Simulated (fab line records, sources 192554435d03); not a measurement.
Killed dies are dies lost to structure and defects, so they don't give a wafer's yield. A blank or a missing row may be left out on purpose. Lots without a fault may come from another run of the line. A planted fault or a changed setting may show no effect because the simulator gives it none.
A struck lot beside a sound one | flow n5_finfet | 16 steps out of a route of 1938
Sound: wafers L811.3, L811.5, L811.6. Struck: wafers L813.1, L813.6. (L813.2 of the same lot was not struck and is left out.) The cause comes at the end.
At each step with rows: each side's tool, then ch and its chambers, then its first start. Under that, the readings that differ: sound wafers | struck wafers | difference of the means | sigmas: that difference in standard deviations of wafers without a fault.
alike: readings whose means differ by less than 2 such deviations, and words and numbers that are the same on both sides. not compared: withheld readings, readings that some wafer has no value for, bounds like >300 that may hide the same value, and numbers for which the record gives no deviation and whose values overlap.
The two part at a step that has a row with sigmas, a row that says differs or no value, or rows on one side only. Numbers that don't overlap but have no deviation are shown without sigmas and don't part them. A reading that every wafer of one side lacks parts them only if that side has two wafers or more.

first, 1 step without rows for these wafers: N5_HKMG_FIN_DESCUM_53 (chemistry O2, time 7.9 s).
N5_HKMG_FIN_ETCH_54: etches SiARC in CF4, target depth 45.5 nm, time 75.8 s.
  sound on rie_diel-04 ch 1,2, day 7 02:04; struck on rie_diel-06 ch 1, day 7 13:41
  reading                | sound             | struck      | difference | sigmas
  throttle_valve_pct (%) | 15.44 15.73 15.46 | 15.94 15.96 | +0.41      | +2
  alike: chamber_pressure_mTorr, drypump_motor_current_A, etch_rf_on_time_s, oes_product_au, rf_vpp_V, showerhead_plenum_p_Torr
  not compared: rf_hours_counter_h
N5_HKMG_FIN_ETCH_55: etches SOC in N2/H2, target depth 240 nm, time 300 s.
  sound on rie_diel-04 ch 1,2, day 7 02:07; struck on rie_diel-06 ch 1, day 7 13:44
  reading    | sound             | struck      | difference | sigmas
  temp_c (C) | 40.16 40.05 40.12 | 39.81 39.95 | -0.23      | -2
  alike: chamber_pressure_mTorr, drypump_motor_current_A, oes_product_au, rf_vpp_V, showerhead_plenum_p_Torr, throttle_valve_pct
  not compared: rf_hours_counter_h
then, 3 steps without rows for these wafers: N5_HKMG_FIN_STRIP_56 (strips in N2/H2); N5_HKMG_FIN_STRIP_57 (strips in CF4); N5_HKMG_FIN_ETCH_58 (etches SOC in N2/H2, target depth 215.8 nm, time 741 s).
N5_HKMG_FIN_STRIP_93: strips SOC in N2/H2, time 20 s.
  sound on rie_diel-04 ch 1,2, day 7 02:46; struck on rie_diel-06 ch 1, day 7 14:22
  alike: chamber_pressure_mTorr, drypump_motor_current_A, oes_product_au, rf_vpp_V, showerhead_plenum_p_Torr, temp_c, throttle_valve_pct
  not compared: rf_hours_counter_h
then, 1 step without rows for these wafers: N5_HKMG_FIN_WET_ETCH_76 (etches Al2O3 in dNH4OH, stops on La2O3, target depth 2.25 nm, rinse time 30 s).
N5_HKMG_FIN_STRIP_60: strips in N2/H2, time 360 s.
  sound on plasma_asher-01 ch 0,1, day 7 03:02; struck on plasma_asher-01 ch 0,1, day 7 14:32
  alike: drypump_motor_current_A, heater_power_w, temp_c
  not compared: rf_hours_counter_h
then, 2 steps without rows for these wafers: N5_HKMG_FIN_WET_ETCH_77 (etches La2O3 in dHCl, stops on HfO2, target depth 2 nm); N5_HKMG_FIN_WET_ETCH_78 (etches Al2O3 in dNH4OH, stops on La2O3, target depth 4.5 nm, rinse time 30 s).
N5_HKMG_FIN_ALD_79: deposits TiN, target thk 1.5 nm, pulse time 1 s, purge time 3 s.
  sound on ald_metal-01 ch 0,3, day 7 03:24; struck on ald_metal-04 ch 2,3, day 7 15:01
  alike: heater_power_w, precursor_pulse_height_rel
N5_HKMG_FIN_CVD_62: deposits a-Si from Si2H6, target thk 3 nm, time 20.8 s.
  sound on thermal_cvd_si-01 ch 1,2, day 7 03:46; struck on thermal_cvd_si-01 ch 0,2, day 7 15:23
  reading                                   | sound | struck  | difference | sigmas
  model.a-Si_of_HKMG_FIN_CVD_62.thk_nm (nm) | 3 3 3 | 1.4 1.4 | -1.6       |
  alike: heater_power_w
then, 1 step without rows for these wafers: N5_HKMG_FIN_RTA_80 (time 2 s).
-- the record jumps here: 4 days lie between the struck wafers' starts before and after (it left off in module HKMG_FIN and takes up again in module BEOL_M4, whose first step shown is number 1111 of the route) --
N5_BEOL_M4_RC_MEAS_101:
  sound on prober-02 ch 0, day 11 02:20; struck on prober-02 ch 0, day 11 06:42
  alike: DIBL_N, DIBL_P, IOFF_N, IOFF_P, ION_N, ION_P, SS_N, SS_P, VT_N, VT_P
N5_PASSIVATION_PROBE_49:
  the record has rows for the sound wafers here (prober-01, day 15 01:36) and none for the struck ones

WHERE THEY PART
First at N5_HKMG_FIN_ETCH_54; last, within this record, at N5_PASSIVATION_PROBE_49.

WHY: what the simulator had put in
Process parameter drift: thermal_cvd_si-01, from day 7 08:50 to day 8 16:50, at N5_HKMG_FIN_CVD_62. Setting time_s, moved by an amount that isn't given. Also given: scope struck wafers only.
